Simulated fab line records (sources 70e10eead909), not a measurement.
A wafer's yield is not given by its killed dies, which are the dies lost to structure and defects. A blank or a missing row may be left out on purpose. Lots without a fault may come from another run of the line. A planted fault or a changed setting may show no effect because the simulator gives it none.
What tool caused it?    flow nand-harc    Sampling: 23 lots, 69 wafers, 6 of 1302 route steps

== WHAT THE GAUGES READ, wafer by wafer ==
The record lacks any reading of a measuring or inspecting step that a usual standard deviation could be used to judge.

== WHAT TOOL EACH LOT RAN ON (gives the tool, then ch and the chambers of the sampled wafers, and finally the start) ==
lot   NHARC_A_CHANNEL_HOLE_D2_ETCH_19   NHARC_A_CHANNEL_HOLE_D2_ETCH_20   NHARC_A_CHANNEL_HOLE_D2_ETCH_24   NHARC_A_CHANNEL_FILL_D2_ALD_25    NHARC_A_STAIRCASE_DEP_156        NHARC_A_STAIRCASE_DESCUM_168
L074  har-etch-02 ch 0,1, day 13 06:11  har-etch-02 ch 0,1, day 13 06:20  har-etch-02 ch 0,1, day 13 08:26  ald-hk-02 ch 0,1, day 15 03:10    pecvd-03 ch 1,2, day 15 15:04    rie-diel-12 ch 1,2, day 15 15:55
L077  har-etch-01 ch 0,1, day 14 03:56  har-etch-01 ch 0,1, day 14 04:07  har-etch-01 ch 0,1, day 14 06:17  ald-hk-02 ch 0,3, day 15 23:32    pecvd-01 ch 0,1, day 16 11:29    rie-diel-05 ch 0,1,3, day 16 12:19
L076  har-etch-02 ch 0,1, day 14 04:53  har-etch-02 ch 0,1, day 14 04:59  har-etch-02 ch 0,1, day 14 07:02  ald-hk-01 ch 0,2,3, day 16 01:18  pecvd-01 ch 0,1,2, day 16 11:37  rie-diel-12 ch 0,1,3, day 16 12:37
L075  har-etch-01 ch 0,1, day 14 08:05  har-etch-01 ch 0,1, day 14 08:14  har-etch-01 ch 0,1, day 14 10:19  ald-hk-03 ch 1,2,3, day 16 03:07  pecvd-04 ch 0,1, day 16 15:05    rie-diel-06 ch 0,1,3, day 16 16:05
L078  har-etch-02 ch 0,1, day 14 16:44  har-etch-02 ch 0,1, day 14 16:52  har-etch-02 ch 0,1, day 14 18:59  ald-hk-02 ch 0,2,3, day 16 11:26  pecvd-01 ch 0,1, day 16 23:03    rie-diel-12 ch 1,2, day 17 00:00
L079  har-etch-01 ch 0,1, day 15 03:05  har-etch-01 ch 0,1, day 15 03:11  har-etch-01 ch 0,1, day 15 05:13  ald-hk-01 ch 2,3, day 16 21:37    pecvd-01 ch 0,1, day 17 09:34    rie-diel-12 ch 0,1, day 17 10:29
L080  har-etch-01 ch 0,1, day 15 13:08  har-etch-01 ch 0,1, day 15 13:14  har-etch-01 ch 0,1, day 15 15:16  ald-hk-01 ch 0,2, day 17 08:50    pecvd-04 ch 1,2, day 17 20:22    rie-diel-05 ch 0,2,3, day 17 21:20
L082  har-etch-01 ch 0,1, day 16 09:17  har-etch-01 ch 0,1, day 16 09:25  har-etch-01 ch 0,1, day 16 11:26  ald-hk-03 ch 0,1,3, day 18 04:32  pecvd-03 ch 1,2, day 18 16:40    rie-diel-06 ch 0,1,3, day 18 17:47
L081  har-etch-02 ch 0,1, day 16 11:13  har-etch-02 ch 0,1, day 16 11:22  har-etch-02 ch 0,1, day 16 13:28  ald-hk-01 ch 0,1,2, day 18 04:33  pecvd-01 ch 0,1, day 18 16:40    rie-diel-12 ch 1,2, day 18 17:37
L083  har-etch-01 ch 0,1, day 17 06:41  har-etch-01 ch 0,1, day 17 06:47  har-etch-01 ch 0,1, day 17 08:49  ald-hk-03 ch 0,2,3, day 19 00:23  pecvd-04 ch 0,2, day 19 12:25    rie-diel-06 ch 0,1,2, day 19 13:16
L084  har-etch-02 ch 0,1, day 17 16:55  har-etch-02 ch 0,1, day 17 17:01  har-etch-02 ch 0,1, day 17 19:02  ald-hk-03 ch 2,3, day 19 13:00    pecvd-03 ch 0,2, day 20 01:08    rie-diel-12 ch 0,2, day 20 02:01
L085  har-etch-01 ch 0,1, day 17 19:11  har-etch-01 ch 0,1, day 17 19:22  har-etch-01 ch 0,1, day 17 21:32  ald-hk-01 ch 0,2,3, day 19 14:49  pecvd-03 ch 0,2, day 20 01:17    rie-diel-05 ch 0,1,3, day 20 02:17
L086  har-etch-01 ch 0,1, day 18 14:14  har-etch-01 ch 0,1, day 18 14:27  har-etch-01 ch 0,1, day 18 16:42  ald-hk-03 ch 0,2,3, day 20 10:01  pecvd-03 ch 0,2, day 20 20:53    rie-diel-05 ch 0,1,2, day 20 21:44
L088  har-etch-02 ch 0,1, day 18 20:56  har-etch-02 ch 0,1, day 18 21:03  har-etch-02 ch 0,1, day 18 23:05  ald-hk-02 ch 1,2,3, day 20 15:24  pecvd-01 ch 1,2, day 21 02:59    rie-diel-05 ch 1,2,3, day 21 04:00
L089  har-etch-01 ch 0,1, day 18 22:34  har-etch-01 ch 0,1, day 18 22:47  har-etch-01 ch 0,1, day 19 01:02  ald-hk-03 ch 0,1,2, day 20 16:01  pecvd-03 ch 0,1, day 21 02:50    rie-diel-05 ch 1,2, day 21 03:50
L090  har-etch-01 ch 0,1, day 19 21:27  har-etch-01 ch 0,1, day 19 21:35  har-etch-01 ch 0,1, day 19 23:41  ald-hk-02 ch 0,2,3, day 21 16:03  pecvd-04 ch 1,2, day 22 03:33    rie-diel-05 ch 0,3, day 22 04:24
L091  har-etch-02 ch 0,1, day 19 21:35  har-etch-02 ch 0,1, day 19 21:41  har-etch-02 ch 0,1, day 19 23:42  ald-hk-03 ch 1,3, day 21 16:40    pecvd-01 ch 0,1,2, day 22 08:38  rie-diel-06 ch 2,3, day 22 09:28
L092  har-etch-01 ch 0, day 20 10:22    har-etch-01 ch 0, day 20 10:31    har-etch-01 ch 0, day 20 12:36    ald-hk-01 ch 0,3, day 22 05:50    pecvd-01 ch 0,1,2, day 22 17:52  rie-diel-06 ch 0,1,3, day 22 18:49
L093  har-etch-02 ch 0,1, day 20 22:48  har-etch-02 ch 0,1, day 20 22:55  har-etch-02 ch 0,1, day 21 00:56  ald-hk-03 ch 0,1, day 22 18:22    pecvd-04 ch 0,1,2, day 23 06:25  rie-diel-12 ch 0,2,3, day 23 07:25
L094  har-etch-02 ch 0,1, day 21 06:42  har-etch-02 ch 0,1, day 21 06:49  har-etch-02 ch 0,1, day 21 08:50  ald-hk-03 ch 2,3, day 23 01:48    pecvd-01 ch 0,1,2, day 23 13:51  rie-diel-12 ch 1,2,3, day 23 14:51
L096  har-etch-01 ch 1, day 21 21:37    har-etch-01 ch 1, day 21 21:46    har-etch-01 ch 1, day 21 23:52    ald-hk-02 ch 2,3, day 23 15:48    pecvd-04 ch 0,2, day 24 03:51    rie-diel-12 ch 0,1, day 24 04:57
L095  har-etch-02 ch 0,1, day 21 22:13  har-etch-02 ch 0,1, day 21 22:26  har-etch-02 ch 0,1, day 22 00:40  ald-hk-01 ch 1,2,3, day 23 17:40  pecvd-01 ch 1,2, day 24 03:48    rie-diel-06 ch 0,1,3, day 24 04:49
L097  har-etch-01 ch 0,1, day 22 21:43  har-etch-01 ch 0,1, day 22 21:54  har-etch-01 ch 0,1, day 23 00:04  ald-hk-03 ch 0,2, day 24 14:37    pecvd-03 ch 0,2, day 25 03:18    rie-diel-06 ch 0,1, day 25 04:10
- NHARC_A_CHANNEL_HOLE_D2_ETCH_19: etches the open film in C4F8/O2/Ar, time 34.5 s.
- NHARC_A_CHANNEL_HOLE_D2_ETCH_20: etches the open film in C4F8/O2/Ar, time 361.9 s, target depth 1600 nm.
- NHARC_A_CHANNEL_HOLE_D2_ETCH_24: etches the open film in C4F8/O2/Ar, time 906.2 s, target depth 1500 nm.
- NHARC_A_CHANNEL_FILL_D2_ALD_25: deposits SiOx, target thk 60 nm, pulse time 10 s, ald cycles 600.
- NHARC_A_STAIRCASE_DEP_156: deposits SiNx, target thk 50 nm.
- NHARC_A_STAIRCASE_DESCUM_168: chemistry O2, time 3 s.

== WHAT THE TOOLS THEMSELVES READ (means of the sampled wafers that have a number; where no wafer has one, the mark that the record gives instead) ==
NHARC_A_CHANNEL_HOLE_D2_ETCH_19. Usual: drypump-motor-current-A 5.8 A, standard deviation 0.74; mfc-ar-sccm 375.0 sccm, standard deviation 1.2; rf-fwd-power-W 2446 W, standard deviation 12; showerhead-plenum-p-Torr 3.74 Torr, standard deviation 0.098; throttle-valve-pct 37.038 %, standard deviation 0.0093.
lot   tool         drypump-motor-current-A (A)  mfc-ar-sccm (sccm)  rf-fwd-power-W (W)  showerhead-plenum-p-Torr (Torr)  throttle-valve-pct (%)  flag
L074  har-etch-02  5.3                          374.7               2462                3.73                             37.045                  
L077  har-etch-01  5.8                          374.7               2432                3.74                             37.036                  
L076  har-etch-02  5.8                          375.2               2443                3.67                             37.028                  
L075  har-etch-01  5.8                          374.5               2446                3.74                             37.043                  
L078  har-etch-02  5.8                          373.9               2446                3.67                             37.035                  
L079  har-etch-01  6.3                          374.3               2439                3.73                             37.035                  
L080  har-etch-01  6.3                          375.6               2448                3.72                             37.031                  
L082  har-etch-01  6.3                          375.3               2439                3.72                             37.043                  
L081  har-etch-02  5.7                          375.1               2448                3.65                             37.044                  
L083  har-etch-01  5.9                          375.1               2435                3.71                             37.042                  
L084  har-etch-02  5.8                          376.8               2455                3.90                             37.031                  
L085  har-etch-01  6.3                          375.4               2448                3.70                             37.047                  
L086  har-etch-01  6.3                          374.6               2451                3.70                             37.045                  
L088  har-etch-02  5.7                          374.0               2451                3.89                             37.029                  
L089  har-etch-01  6.3                          375.2               2436                3.69                             37.038                  
L090  har-etch-01  6.2                          373.2               2433                3.69                             37.030                  
L091  har-etch-02  5.3                          375.1               2461                3.81                             37.042                  
L092  har-etch-01  6.8                          374.5               2445                3.69                             37.052                  
L093  har-etch-02  5.8                          376.8               2446                3.88                             37.034                  
L094  har-etch-02  5.3                          374.7               2462                3.80                             37.038                  
L096  har-etch-01  5.4                          375.2               2435                3.67                             37.028                  
L095  har-etch-02  5.8                          375.4               2448                3.87                             37.038                  
L097  har-etch-01  6.3                          373.8               2442                3.67                             37.039                  

NHARC_A_CHANNEL_HOLE_D2_ETCH_20. Usual: drypump-motor-current-A 5.8 A, standard deviation 0.74; mfc-ar-sccm 375.1 sccm, standard deviation 1.1; showerhead-plenum-p-Torr 3.70 Torr, standard deviation 0.094; throttle-valve-pct 32.155 %, standard deviation 0.0089.
lot   tool         drypump-motor-current-A (A)  mfc-ar-sccm (sccm)  showerhead-plenum-p-Torr (Torr)  throttle-valve-pct (%)  flag
L074  har-etch-02  5.3                          374.5               3.68                             32.151                  
L077  har-etch-01  5.8                          376.1               3.69                             32.157                  
L076  har-etch-02  5.8                          374.8               3.63                             32.152                  
L075  har-etch-01  5.8                          375.1               3.69                             32.164                  
L078  har-etch-02  5.8                          375.1               3.63                             32.154                  
L079  har-etch-01  6.3                          375.9               3.69                             32.167                  
L080  har-etch-01  6.3                          374.8               3.68                             32.162                  
L082  har-etch-01  6.3                          373.7               3.68                             32.159                  
L081  har-etch-02  5.7                          375.7               3.62                             32.152                  
L083  har-etch-01  5.8                          374.4               3.67                             32.156                  
L084  har-etch-02  5.7                          375.2               3.85                             32.159                  
L085  har-etch-01  6.3                          376.8               3.66                             32.162                  
L086  har-etch-01  6.3                          375.2               3.66                             32.149                  
L088  har-etch-02  5.7                          374.6               3.84                             32.156                  
L089  har-etch-01  6.3                          375.6               3.65                             32.162                  
L090  har-etch-01  6.3                          373.8               3.65                             32.151                  
L091  har-etch-02  5.3                          373.5               3.76                             32.156                  
L092  har-etch-01  6.8                          374.2               3.64                             32.159                  
L093  har-etch-02  5.8                          374.7               3.83                             32.152                  
L094  har-etch-02  5.3                          374.7               3.75                             32.164                  
L096  har-etch-01  5.4                          376.8               3.63                             32.148                  
L095  har-etch-02  5.7                          375.5               3.82                             32.151                  
L097  har-etch-01  6.3                          374.9               3.63                             32.152                  

NHARC_A_CHANNEL_HOLE_D2_ETCH_24. Usual: drypump-motor-current-A 5.8 A, standard deviation 0.73; mfc-ar-sccm 375.1 sccm, standard deviation 1.1; showerhead-plenum-p-Torr 3.70 Torr, standard deviation 0.094; throttle-valve-pct 32.235 %, standard deviation 0.0088.
lot   tool         drypump-motor-current-A (A)  mfc-ar-sccm (sccm)  showerhead-plenum-p-Torr (Torr)  throttle-valve-pct (%)  flag
L074  har-etch-02  5.3                          375.5               3.68                             32.230                  
L077  har-etch-01  5.9                          375.8               3.69                             32.231                  
L076  har-etch-02  5.8                          375.7               3.63                             32.237                  
L075  har-etch-01  5.9                          375.3               3.69                             32.228                  
L078  har-etch-02  5.8                          375.9               3.63                             32.244                  
L079  har-etch-01  6.3                          375.1               3.68                             32.241                  
L080  har-etch-01  6.3                          375.0               3.68                             32.232                  
L082  har-etch-01  6.3                          375.9               3.67                             32.233                  
L081  har-etch-02  5.8                          374.0               3.61                             32.241                  
L083  har-etch-01  5.9                          375.2               3.66                             32.234                  
L084  har-etch-02  5.8                          375.4               3.85                             32.237                  
L085  har-etch-01  6.3                          375.3               3.66                             32.232                  
L086  har-etch-01  6.3                          374.8               3.65                             32.241                  
L088  har-etch-02  5.8                          374.4               3.84                             32.237                  
L089  har-etch-01  6.3                          374.6               3.65                             32.237                  
L090  har-etch-01  6.3                          375.4               3.64                             32.238                  
L091  har-etch-02  5.3                          375.5               3.76                             32.236                  
L092  har-etch-01  6.8                          373.9               3.64                             32.239                  
L093  har-etch-02  5.8                          376.0               3.82                             32.228                  
L094  har-etch-02  5.3                          375.1               3.74                             32.243                  
L096  har-etch-01  5.4                          375.0               3.63                             32.243                  
L095  har-etch-02  5.8                          375.7               3.81                             32.233                  
L097  har-etch-01  6.3                          374.5               3.62                             32.231                  

NHARC_A_CHANNEL_FILL_D2_ALD_25. Usual: heater-power-w 461 W, standard deviation 36; precursor-pulse-height-rel 1.004, standard deviation 0.018.
lot   tool       heater-power-w (W)  precursor-pulse-height-rel  flag
L074  ald-hk-02  487                 0.994                       
L077  ald-hk-02  468                 0.996                       
L076  ald-hk-01  452                 1.015                       
L075  ald-hk-03  437                 1.001                       
L078  ald-hk-02  469                 1.006                       
L079  ald-hk-01  461                 1.000                       
L080  ald-hk-01  443                 0.999                       
L082  ald-hk-03  457                 0.999                       
L081  ald-hk-01  468                 1.002                       
L083  ald-hk-03  465                 0.999                       
L084  ald-hk-03  470                 0.999                       
L085  ald-hk-01  449                 1.003                       
L086  ald-hk-03  471                 1.015                       
L088  ald-hk-02  469                 1.004                       
L089  ald-hk-03  428                 1.015                       
L090  ald-hk-02  469                 0.999                       
L091  ald-hk-03  444                 1.011                       
L092  ald-hk-01  481                 0.991                       
L093  ald-hk-03  434                 1.008                       
L094  ald-hk-03  471                 0.987                       
L096  ald-hk-02  466                 1.003                       
L095  ald-hk-01  465                 1.028                       
L097  ald-hk-03  460                 1.016                       

NHARC_A_STAIRCASE_DEP_156. Usual: heater-power-w 751 W, standard deviation 83; rf-fwd-power-W 448.4 W, standard deviation 1.4.
lot   tool      heater-power-w (W)  rf-fwd-power-W (W)  flag
L074  pecvd-03  727                 447.9               
L077  pecvd-01  690                 448.0               
L076  pecvd-01  745                 448.6               
L075  pecvd-04  766                 448.6               
L078  pecvd-01  714                 448.5               
L079  pecvd-01  722                 449.4               
L080  pecvd-04  820                 447.2               
L082  pecvd-03  683                 448.8               
L081  pecvd-01  691                 449.7               
L083  pecvd-04  854                 447.8               
L084  pecvd-03  654                 449.7               
L085  pecvd-03  652                 449.1               
L086  pecvd-03  687                 448.7               
L088  pecvd-01  717                 448.9               
L089  pecvd-03  651                 446.9               
L090  pecvd-04  837                 449.6               
L091  pecvd-01  752                 449.4               
L092  pecvd-01  815                 447.8               
L093  pecvd-04  793                 447.6               
L094  pecvd-01  769                 449.0               
L096  pecvd-04  803                 449.6               
L095  pecvd-01  870                 448.8               
L097  pecvd-03  727                 447.4               

NHARC_A_STAIRCASE_DESCUM_168. Usual: drypump-motor-current-A 5.7 A, standard deviation 0.39; mfc-ar-sccm 0.012 sccm, standard deviation 0.013; oes-product-au 1.006 a.u., standard deviation 0.014; rf-vpp-V 57.8 V, standard deviation 0.94; showerhead-plenum-p-Torr 1.93 Torr, standard deviation 0.058; throttle-valve-pct 11.313 %, standard deviation 0.0076.
lot   tool         drypump-motor-current-A (A)  mfc-ar-sccm (sccm)  oes-product-au (a.u.)  rf-vpp-V (V)  showerhead-plenum-p-Torr (Torr)  throttle-valve-pct (%)  flag
L074  rie-diel-12  5.9                          0.000               1.020                  58.5          1.94                             11.310                  
L077  rie-diel-05  5.8                          0.015               1.002                  58.7          1.93                             11.306                  
L076  rie-diel-12  5.8                          0.000               1.002                  59.6          1.93                             11.316                  
L075  rie-diel-06  5.7                          0.023               1.013                  57.4          1.90                             11.315                  
L078  rie-diel-12  6.0                          0.000               1.011                  57.8          1.93                             11.316                  
L079  rie-diel-12  6.2                          0.000               1.005                  57.4          1.91                             11.305                  
L080  rie-diel-05  5.6                          0.016               1.020                  58.5          1.94                             11.317                  
L082  rie-diel-06  5.7                          0.023               1.012                  56.8          1.90                             11.309                  
L081  rie-diel-12  5.7                          0.000               1.022                  56.8          1.95                             11.318                  
L083  rie-diel-06  5.7                          0.012               0.998                  57.3          1.92                             11.310                  
L084  rie-diel-12  5.8                          0.000               1.001                  57.8          1.94                             11.316                  
L085  rie-diel-05  5.8                          0.015               0.997                  57.8          1.92                             11.312                  
L086  rie-diel-05  5.9                          0.019               1.001                  57.6          1.97                             11.319                  
L088  rie-diel-05  5.9                          0.022               1.003                  57.8          1.99                             11.308                  
L089  rie-diel-05  6.1                          0.024               1.006                  58.3          2.04                             11.311                  
L090  rie-diel-05  5.6                          0.009               0.997                  57.0          1.86                             11.312                  
L091  rie-diel-06  5.3                          0.023               0.998                  56.8          1.92                             11.311                  
L092  rie-diel-06  5.7                          0.023               1.005                  57.5          1.89                             11.309                  
L093  rie-diel-12  5.5                          0.000               0.997                  57.2          1.93                             11.317                  
L094  rie-diel-12  5.6                          0.000               1.007                  57.6          1.93                             11.311                  
L096  rie-diel-12  6.0                          0.000               1.005                  58.4          1.90                             11.310                  
L095  rie-diel-06  5.7                          0.023               1.021                  57.2          1.88                             11.309                  
L097  rie-diel-06  6.0                          0.016               1.013                  58.1          1.88                             11.313                  

== THE ANSWER, worked out from the rows above alone ==
Rule: a lot counts as off when the mean over its wafers that have a number is more than 3 standard deviations away from the usual mean. A lot without any number at a reading at which 4 lots or more have one is off too. All remaining lots with rows at the step are treated as sound. Order of review: gauges by route order, followed by the tools' own readings, for which a lot's mean as printed above is used. At the first step where some lot is off, the reading lying furthest off is the one used; lots without a number count as furthest.
No lot is off on any of the readings shown, so nothing can be concluded from this.

== WHAT HAD BEEN PUT IN BY THE SIMULATOR ==
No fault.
